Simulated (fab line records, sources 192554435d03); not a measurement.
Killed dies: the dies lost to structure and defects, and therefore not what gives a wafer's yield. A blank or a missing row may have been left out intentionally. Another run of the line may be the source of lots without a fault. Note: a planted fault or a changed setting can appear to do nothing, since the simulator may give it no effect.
Which tool was responsible? | flow n5_finfet | 27 wafers from 9 lots sampled at 4 of the route's 1938 steps

## WHAT THE GAUGES READ, wafer by wafer
N5_BEOL_M12_THK_MEAS_50: measures by xrf.
lot  | measured     | on            | M12_THK (nm)
L221 | day 10 14:55 | film_metro-02 | 320 318 313
L225 | day 11 19:30 | film_metro-02 | 325 312 323
L228 | day 12 20:41 | film_metro-01 | 317 324 323
L237 | day 15 17:19 | film_metro-02 | 590 325 321
L238 | day 15 11:01 | film_metro-02 | 600 316 601
L239 | day 16 05:58 | film_metro-01 | 316 320 317
L241 | day 16 10:23 | film_metro-02 | 326 323 308
L242 | day 17 01:23 | film_metro-01 | 316 322 319
L243 | day 17 02:01 | film_metro-01 | 321 309 319

## WHAT TOOL EACH LOT RAN ON (gives the tool, then ch and the chambers of the sampled wafers, and finally the start)
lot  | N5_BEOL_M12_DESCUM_33              | N5_BEOL_M12_ANNEAL_48            | N5_BEOL_M12_CMP_49
L221 | rie_diel-05 ch 0,2,3, day 10 08:21 | rtp_anneal-02 ch 0, day 10 14:23 | cmp-03 ch 0,2,3, day 10 14:40
L225 | rie_diel-02 ch 0,2,3, day 11 17:07 | rtp_anneal-02 ch 0, day 11 18:58 | cmp-03 ch 2,3, day 11 19:13
L228 | rie_diel-05 ch 0,3, day 12 18:14   | rtp_anneal-01 ch 0, day 12 20:11 | cmp-03 ch 0,1,3, day 12 20:28
L237 | rie_diel-05 ch 0,1,3, day 15 08:53 | rtp_anneal-02 ch 0, day 15 16:44 | cmp-01 ch 0,2,3, day 15 17:04
L238 | rie_diel-02 ch 1,2,3, day 15 06:48 | rtp_anneal-02 ch 0, day 15 10:25 | cmp-01 ch 0,1,2, day 15 10:43
L239 | rie_diel-01 ch 2,3, day 15 15:53   | rtp_anneal-01 ch 0, day 16 05:28 | cmp-03 ch 1,2, day 16 05:40
L241 | rie_diel-02 ch 0,1, day 15 22:43   | rtp_anneal-02 ch 0, day 16 09:55 | cmp-03 ch 0,2,3, day 16 10:10
L242 | rie_diel-05 ch 1,2, day 16 22:46   | rtp_anneal-02 ch 0, day 17 00:48 | cmp-03 ch 0,1,3, day 17 01:10
L243 | rie_diel-02 ch 0,1,2, day 16 22:57 | rtp_anneal-01 ch 0, day 17 01:22 | cmp-03 ch 1,2,3, day 17 01:44
- N5_BEOL_M12_DESCUM_33: chemistry O2, time 7.9 s.
- N5_BEOL_M12_ANNEAL_48: time 90 s.
- N5_BEOL_M12_CMP_49: polishes, stops on SiOC, t overpolish 20.6 s, target thk 320 nm.

## THE ANSWER, worked out from the rows above alone
Rule: what is usual is taken from the lots themselves. Put in order of their means at a reading, lots are off if they are a third of the lots or fewer, leave a main group of 4 or more, and stand apart from it by a gap of 3 or more times the standard deviation of the main group's means; of several such gaps the widest counts. If all means in a main group match to the digits the tables above print for the reading, that group is not used. A lot without any number at a reading at which 4 lots or more have one is off too. All remaining lots with rows at the step are treated as sound.
Off: at N5_BEOL_M12_THK_MEAS_50 (M12_THK), L237, L238. Mean 319 nm and standard deviation 1.6 in the main group.
A tool fits if, at a process step before that reading, it ran every lot that is off, and no sound lot after the first of them. Those tools and the gauges at N5_BEOL_M12_THK_MEAS_50 are tried in the same way. One fits: cmp-01 at N5_BEOL_M12_CMP_49. It ran no sound lot before its first lot that is off in this sample, so the start can't be narrowed down.

## WHAT THE SIMULATOR PUT IN
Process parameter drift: cmp-01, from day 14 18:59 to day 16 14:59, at N5_BEOL_M12_CMP_49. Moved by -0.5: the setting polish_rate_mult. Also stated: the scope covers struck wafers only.
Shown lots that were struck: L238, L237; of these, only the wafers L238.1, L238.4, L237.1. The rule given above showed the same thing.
